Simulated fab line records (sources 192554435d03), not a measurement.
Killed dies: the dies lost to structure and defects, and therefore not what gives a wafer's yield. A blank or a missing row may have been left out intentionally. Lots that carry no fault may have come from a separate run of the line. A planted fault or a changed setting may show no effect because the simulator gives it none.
Split-lot trial :: flow n5-finfet :: 39 wafers read from 7 lots, route of 1938 steps

## SPLIT DETAILS
At N5_DUMMY_GATE_EXPOSE_12 (exposes mask GATE, target cd 25 nm), the setting dose-mj was moved away from the recipe's 34 on 15 of the 39 wafers read, by -7.6% to +5.4%. For the rest of the wafers, this setting stayed at what the recipe calls for.

## FROM THE SPLIT TO THE READING: what the file shows between them, 12 steps
- N5_DUMMY_GATE_PEB_13: peb time 60 s
- N5_DUMMY_GATE_DEVELOP_14: develop time 30 s
- N5_DUMMY_GATE_CD_MEAS_15: target cd 25.8 nm
- N5_DUMMY_GATE_ETCH_37: etches SOC in N2/H2, target depth 60 nm, overetch 30 nm (also split here: source-w)
- N5_DUMMY_GATE_STRIP_38: strips in N2/H2
- N5_DUMMY_GATE_STRIP_39: strips in N2/H2
- N5_DUMMY_GATE_TRIM_49: chemistry O2, time 29 s, target cd 14 nm
- N5_DUMMY_GATE_STRIP_40: strips in CF4
- N5_DUMMY_GATE_CD_MEAS_50: target cd 14 nm
- N5_DUMMY_GATE_ETCH_31: etches SiO2 in C4F6/O2, target depth 82.5 nm, time 27.5 s (also split here: target-depth-a)
- N5_DUMMY_GATE_ETCH_32: etches SiO2 in CF4, target depth 3.5 nm, time 3.9 s (also split here: time-s)
- N5_DUMMY_GATE_ETCH_44: etches poly-Si in HBr/O2, stops on SiO2, target depth 127.5 nm (also split here: target-depth-a)

## THE READING
cd-nm at N5_DUMMY_GATE_CD_MEAS_24, given in nm (cd target 15 nm). On this fab line, fault-free wafers typically give 15.00 nm with a standard deviation of 0.28 nm.

wafer: L074.1
tool, chamber at the split: euv-scanner-01, 0
dose-mj as run: 34
against the recipe: recipe
cd-nm, nm: 14.73
against lot-mates on the recipe: -

wafer: L074.2
tool, chamber at the split: euv-scanner-01, 0
dose-mj as run: 34
against the recipe: recipe
cd-nm, nm: 14.90
against lot-mates on the recipe: -

wafer: L074.3
tool, chamber at the split: euv-scanner-01, 0
dose-mj as run: 34
against the recipe: recipe
cd-nm, nm: 14.67
against lot-mates on the recipe: -

wafer: L074.4
tool, chamber at the split: euv-scanner-01, 0
dose-mj as run: 34
against the recipe: recipe
cd-nm, nm: 15.25
against lot-mates on the recipe: -

wafer: L074.5
tool, chamber at the split: euv-scanner-01, 0
dose-mj as run: 34
against the recipe: recipe
cd-nm, nm: 15.06
against lot-mates on the recipe: -

wafer: L074.6
tool, chamber at the split: euv-scanner-01, 0
dose-mj as run: 34
against the recipe: recipe
cd-nm, nm: 15.31
against lot-mates on the recipe: -

wafer: L080.1
tool, chamber at the split: euv-scanner-01, 0
dose-mj as run: 34
against the recipe: recipe
cd-nm, nm: 15.40
against lot-mates on the recipe: -

wafer: L080.2
tool, chamber at the split: euv-scanner-01, 0
dose-mj as run: 32.03
against the recipe: -5.8%
cd-nm, nm: 16.16
against lot-mates on the recipe: +1.12

wafer: L080.3
tool, chamber at the split: euv-scanner-01, 0
dose-mj as run: 32.03
against the recipe: -5.8%
cd-nm, nm: 16.09
against lot-mates on the recipe: +1.05

wafer: L080.4
tool, chamber at the split: euv-scanner-01, 0
dose-mj as run: 34
against the recipe: recipe
cd-nm, nm: 14.55
against lot-mates on the recipe: -

wafer: L080.5
tool, chamber at the split: euv-scanner-01, 0
dose-mj as run: 34
against the recipe: recipe
cd-nm, nm: 15.16
against lot-mates on the recipe: -

wafer: L080.6
tool, chamber at the split: euv-scanner-01, 0
dose-mj as run: 32.03
against the recipe: -5.8%
cd-nm, nm: 16.30
against lot-mates on the recipe: +1.26

wafer: L081.1
tool, chamber at the split: euv-scanner-02, 0
dose-mj as run: 34
against the recipe: recipe
cd-nm, nm: 15.31
against lot-mates on the recipe: -

wafer: L081.2
tool, chamber at the split: euv-scanner-02, 0
dose-mj as run: 34
against the recipe: recipe
cd-nm, nm: 15.02
against lot-mates on the recipe: -

wafer: L081.3
tool, chamber at the split: euv-scanner-02, 0
dose-mj as run: 35.83
against the recipe: +5.4%
cd-nm, nm: 14.34
against lot-mates on the recipe: -0.77

wafer: L081.4
tool, chamber at the split: euv-scanner-02, 0
dose-mj as run: 34
against the recipe: recipe
cd-nm, nm: 14.99
against lot-mates on the recipe: -

wafer: L081.5
tool, chamber at the split: euv-scanner-02, 0
dose-mj as run: 35.83
against the recipe: +5.4%
cd-nm, nm: 13.81
against lot-mates on the recipe: -1.30

wafer: L081.6
tool, chamber at the split: euv-scanner-02, 0
dose-mj as run: 35.83
against the recipe: +5.4%
cd-nm, nm: 14.06
against lot-mates on the recipe: -1.05

wafer: L082.1
tool, chamber at the split: euv-scanner-02, 0
dose-mj as run: 35.11
against the recipe: +3.3%
cd-nm, nm: 14.22
against lot-mates on the recipe: -0.85

wafer: L082.2
tool, chamber at the split: euv-scanner-02, 0
dose-mj as run: 35.11
against the recipe: +3.3%
cd-nm, nm: 13.70
against lot-mates on the recipe: -1.37

wafer: L082.3
tool, chamber at the split: euv-scanner-02, 0
dose-mj as run: 35.11
against the recipe: +3.3%
cd-nm, nm: 14.39
against lot-mates on the recipe: -0.68

wafer: L082.4
tool, chamber at the split: euv-scanner-02, 0
dose-mj as run: 34
against the recipe: recipe
cd-nm, nm: 15.00
against lot-mates on the recipe: -

wafer: L082.5
tool, chamber at the split: euv-scanner-02, 0
dose-mj as run: 34
against the recipe: recipe
cd-nm, nm: 15.16
against lot-mates on the recipe: -

wafer: L082.6
tool, chamber at the split: euv-scanner-02, 0
dose-mj as run: 34
against the recipe: recipe
cd-nm, nm: 15.06
against lot-mates on the recipe: -

wafer: L083.1
tool, chamber at the split: euv-scanner-02, 0
dose-mj as run: 32.23
against the recipe: -5.2%
cd-nm, nm: 15.96
against lot-mates on the recipe: +0.49

wafer: L083.2
tool, chamber at the split: euv-scanner-02, 0
dose-mj as run: 32.23
against the recipe: -5.2%
cd-nm, nm: 16.06
against lot-mates on the recipe: +0.59

wafer: L083.3
tool, chamber at the split: euv-scanner-02, 0
dose-mj as run: 34
against the recipe: recipe
cd-nm, nm: 15.36
against lot-mates on the recipe: -

wafer: L083.4
tool, chamber at the split: euv-scanner-02, 0
dose-mj as run: 34
against the recipe: recipe
cd-nm, nm: 15.61
against lot-mates on the recipe: -

wafer: L083.5
tool, chamber at the split: euv-scanner-02, 0
dose-mj as run: 32.23
against the recipe: -5.2%
cd-nm, nm: 15.88
against lot-mates on the recipe: +0.41

wafer: L083.6
tool, chamber at the split: euv-scanner-02, 0
dose-mj as run: 34
against the recipe: recipe
cd-nm, nm: 15.44
against lot-mates on the recipe: -

wafer: L091.1
tool, chamber at the split: euv-scanner-02, 0
dose-mj as run: 34
against the recipe: recipe
cd-nm, nm: 14.92
against lot-mates on the recipe: -

wafer: L091.3
tool, chamber at the split: euv-scanner-02, 0
dose-mj as run: 34
against the recipe: recipe
cd-nm, nm: 15.01
against lot-mates on the recipe: -

wafer: L091.6
tool, chamber at the split: euv-scanner-02, 0
dose-mj as run: 34
against the recipe: recipe
cd-nm, nm: 14.71
against lot-mates on the recipe: -

wafer: L097.1
tool, chamber at the split: euv-scanner-02, 0
dose-mj as run: 31.42
against the recipe: -7.6%
cd-nm, nm: 16.14
against lot-mates on the recipe: +1.56

wafer: L097.2
tool, chamber at the split: euv-scanner-02, 0
dose-mj as run: 31.42
against the recipe: -7.6%
cd-nm, nm: 15.88
against lot-mates on the recipe: +1.30

wafer: L097.3
tool, chamber at the split: euv-scanner-02, 0
dose-mj as run: 34
against the recipe: recipe
cd-nm, nm: 14.79
against lot-mates on the recipe: -

wafer: L097.4
tool, chamber at the split: euv-scanner-02, 0
dose-mj as run: 31.42
against the recipe: -7.6%
cd-nm, nm: 16.48
against lot-mates on the recipe: +1.90

wafer: L097.5
tool, chamber at the split: euv-scanner-02, 0
dose-mj as run: 34
against the recipe: recipe
cd-nm, nm: 14.36
against lot-mates on the recipe: -

wafer: L097.6
tool, chamber at the split: euv-scanner-02, 0
dose-mj as run: 34
against the recipe: recipe
cd-nm, nm: 14.58
against lot-mates on the recipe: -

THE FIT
A straight line over all 39 wafers: cd-nm changes by -0.183 nm for each +1% of dose-mj; r = -0.90; the points scatter about the line by 0.3 nm.
The same after taking each lot's own level away (the mean of its wafers on the recipe; 39 wafers): -0.194 nm for each +1%; r = -0.93; scatter 0.27 nm.
On that fit, the largest move of dose-mj shifts the reading by 1.5 nm.
The span of the lots' own levels, 14.577 to 15.470 nm, comes to 3.2 times the standard deviation stated above.
So the lot-to-lot level changes the slope little: the two slopes agree.
Check: +1.39 nm against its lot-mates is what the line predicts for one of the wafers moved furthest among these (-7.6%) when that wafer is left out of the fit. It came out at +1.56 nm against them.

## OTHER SPLITS ON THESE WAFERS
Before the reading, these wafers also passed through other splits. Each is held against what the fit with the lots' levels taken away leaves over:
other split on the same wafers: N5_DUMMY_GATE_ETCH_37 source-w
wafers away from the commonest value: 15
r with cd-nm (lot level and that fit taken away): -0.18

other split on the same wafers: N5_DUMMY_GATE_ETCH_31 target-depth-a
wafers away from the commonest value: 15
r with cd-nm (lot level and that fit taken away): -0.13

other split on the same wafers: N5_DUMMY_GATE_ETCH_32 time-s
wafers away from the commonest value: 12
r with cd-nm (lot level and that fit taken away): +0.19

other split on the same wafers: N5_DUMMY_GATE_ETCH_44 target-depth-a
wafers away from the commonest value: 9
r with cd-nm (lot level and that fit taken away): +0.19

## THE WHOLE CHAIN: every reading that the file lists as answering this split, in the file's order
step: N5_DUMMY_GATE_CD_MEAS_15
what it does: target cd 25.8 nm
reading: cd-nm
change (the file's fit): -0.178 nm for each +1% of the setting
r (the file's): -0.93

step: N5_DUMMY_GATE_TRIM_49
what it does: chemistry O2, time 29 s, target cd 14 nm
reading: DUMMY_GATE.cd-nm (the simulator's own value, which no gauge read)
change (the file's fit): -0.179 nm for each +1% of the setting
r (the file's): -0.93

step: N5_DUMMY_GATE_CD_MEAS_50
what it does: target cd 14 nm
reading: cd-nm
change (the file's fit): -0.159 nm for each +1% of the setting
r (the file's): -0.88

step: N5_DUMMY_GATE_CD_MEAS_24
what it does: target cd 15 nm
reading: cd-nm
change (the file's fit): -0.19 nm for each +1% of the setting
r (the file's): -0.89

## FILE'S OWN FIT
cd-nm changes by -0.19 nm for each +1% of dose-mj, r = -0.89.
